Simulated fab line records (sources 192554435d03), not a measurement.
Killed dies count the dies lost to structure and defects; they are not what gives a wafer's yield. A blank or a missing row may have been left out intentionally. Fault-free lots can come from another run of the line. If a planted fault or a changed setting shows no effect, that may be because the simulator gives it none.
What tool caused it?	flow n5-finfet	33 wafers from 11 lots sampled at 3 of the route's 1938 steps

WHAT THE GAUGES SHOWED, per wafer
N5_BEOL_M13_OVL_MEAS_11. Usual: V12_OVL gives 2 nm (standard deviation 5.2).
lot	measured	on	V12_OVL (nm)	flag
L253	day 11 15:11	overlay-01	3 6 1	
L256	day 12 01:08	overlay-02	-2 -5 5	
L258	day 13 03:32	overlay-01	-1 2 1	
L259	day 13 09:02	overlay-02	-2 2 5	
L260	day 13 13:06	overlay-01	4 4 3	
L262	day 14 01:09	overlay-02	6 3 3	
L264	day 14 09:03	overlay-01	1 6 -2	
L266	day 14 16:45	overlay-02	5 3 5	
L269	day 15 08:01	overlay-02	-3 2 -3	
L271	day 16 03:29	overlay-01	-1 -9 2	
L274	day 16 16:25	overlay-01	-12 0 -12	

N5_BEOL_M13_OVL_MEAS_29. Usual: M13_OVL gives -2 nm (standard deviation 5.9).
lot	measured	on	M13_OVL (nm)	flag
L253	day 11 16:22	overlay-01	-13 -22 -5	
L256	day 12 02:09	overlay-02	-10 -6 5	
L258	day 13 04:43	overlay-02	5 10 4	
L259	day 13 09:59	overlay-02	-1 4 14	
L260	day 13 14:03	overlay-01	0 -9 5	
L262	day 14 02:16	overlay-02	-8 0 -7	
L264	day 14 10:00	overlay-02	-12 -4 -12	
L266	day 14 17:41	overlay-02	-16 -15 -1	
L269	day 15 09:06	overlay-01	-4 0 -2	
L271	day 16 04:35	overlay-01	11 2 7	
L274	day 16 17:22	overlay-02	-2 -10 -2	

WHAT TOOL EACH LOT RAN ON (gives the tool, then ch and the chambers of the sampled wafers, and finally the start)
lot	N5_BEOL_M13_ETCH_59
L253	rie-diel-02 ch 0,1,3, day 11 15:31
L256	rie-diel-06 ch 0,1,3, day 12 01:14
L258	rie-diel-06 ch 0,1,3, day 13 03:44
L259	rie-diel-02 ch 0,1,2, day 13 09:07
L260	rie-diel-04 ch 0,3, day 13 13:12
L262	rie-diel-06 ch 1,2, day 14 01:14
L264	rie-diel-06 ch 0,2,3, day 14 09:09
L266	rie-diel-06 ch 0,2,3, day 14 16:50
L269	rie-diel-02 ch 0,1,3, day 15 08:07
L271	rie-diel-02 ch 1,2, day 16 03:35
L274	rie-diel-02 ch 0,1,2, day 16 16:30
- N5_BEOL_M13_ETCH_59: etches BARC in N2/H2, target depth 89 nm, overetch 26.7 nm, time 67.9 s.

WHAT THE TOOLS THEMSELVES READ (means of the sampled wafers that have a number; where no wafer has one, the mark that the record gives instead)
N5_BEOL_M13_ETCH_59. Usual: chamber-pressure-mTorr 30.002 mTorr, standard deviation 0.026; drypump-motor-current-A 5.87 A, standard deviation 0.24; oes-product-au 0.69 a.u., standard deviation 0.079; rf-vpp-V 524.1 V, standard deviation 2.3; showerhead-plenum-p-Torr 2.55 Torr, standard deviation 0.075; throttle-valve-pct 17.91 %, standard deviation 0.27.
lot	tool	chamber-pressure-mTorr (mTorr)	drypump-motor-current-A (A)	oes-product-au (a.u.)	rf-vpp-V (V)	showerhead-plenum-p-Torr (Torr)	throttle-valve-pct (%)	flag
L253	rie-diel-02	30.010	5.87	0.69	523.3	2.54	18.00	
L256	rie-diel-06	29.988	5.97	0.76	524.4	2.55	17.74	
L258	rie-diel-06	29.993	5.97	0.74	524.7	2.54	17.77	
L259	rie-diel-02	30.020	5.78	0.62	523.0	2.48	18.08	
L260	rie-diel-04	29.998	5.57	0.62	524.8	2.55	18.28	
L262	rie-diel-06	30.002	5.89	0.71	526.3	2.61	17.72	
L264	rie-diel-06	30.009	5.93	0.67	524.7	2.55	17.99	
L266	rie-diel-06	29.998	5.92	0.67	523.7	2.55	17.99	
L269	rie-diel-02	30.022	5.88	0.72	523.9	2.53	17.91	
L271	rie-diel-02	29.989	5.73	0.72	521.6	2.47	17.82	
L274	rie-diel-02	30.010	5.77	0.66	521.1	2.47	17.95	

THE ANSWER, worked out from the rows above alone
Rule: a lot counts as off when the mean over its wafers that have a number is more than 3 standard deviations away from the usual mean. A lot without any number at a reading at which 4 lots or more have one is off too. Where the step has rows for the other lots, those lots are counted as sound. After the gauges, taken in route order, come the tools' own readings; for these a lot's mean is taken, as printed above. At the first step where some lot is off, the reading lying furthest off is the one used; lots without a number count as furthest.
No lot is off at any reading shown: from this, nothing can be told.

WHAT WAS PUT IN BY THE SIMULATOR
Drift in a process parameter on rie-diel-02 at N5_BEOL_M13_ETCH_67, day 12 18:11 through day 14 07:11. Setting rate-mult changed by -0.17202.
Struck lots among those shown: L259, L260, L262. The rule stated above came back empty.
